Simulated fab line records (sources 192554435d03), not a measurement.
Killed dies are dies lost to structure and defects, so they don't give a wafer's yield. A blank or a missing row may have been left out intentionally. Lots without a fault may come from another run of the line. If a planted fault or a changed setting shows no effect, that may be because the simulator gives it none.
Matching of chambers ; flow n5_finfet ; rie_diel-04 running N5_BEOL_M2_STRIP_19: 4 sister chambers
The step strips in O2. 4 wafers are shown with their chamber, then 10 later ones without.

WAFERS PAIRED WITH THEIR CHAMBERS
wafer;chamber;showerhead_plenum_p_Torr (Torr)
L083.4;2;2.23
L085.3;0;2.08
L086.1;3;2.14
L086.3;1;2.13

WAFERS MISSING THEIR CHAMBER
wafer;showerhead_plenum_p_Torr (Torr)
L086.5;2.22
L087.3;2.13
L087.4;2.07
L087.5;2.22
L089.1;2.07
L089.4;2.22
L089.6;2.07
L093.3;2.13
L093.4;2.13
L093.5;2.13

THE CHAMBER EACH PASSED THROUGH
wafer;from the rows above;in truth
L086.5;2;2
L087.3;can't be placed: 1 or 3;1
L087.4;0;0
L087.5;2;2
L089.1;0;0
L089.4;2;2
L089.6;0;0
L093.3;can't be placed: 1 or 3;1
L093.4;can't be placed: 1 or 3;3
L093.5;can't be placed: 1 or 3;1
Placed correctly: 6 of 10. These rows do not allow placing 4 (true chamber among the candidates in 4). 0 placed wrongly.
How it was worked out, from the rows above alone: a wafer's distance from a chamber is the root of the sum, over the readings, of the square of ((its reading less the chamber's mean) divided by the reading's scatter). If the next closest chamber is less than 2 further off than the closest, the wafer can't be placed; otherwise it belongs to the closest. For every chamber, the mean is computed from those of its wafers that are shown. The scatter: with one shown wafer a chamber, the root of the mean of the squares of how far each hidden wafer lies from its nearest shown one.
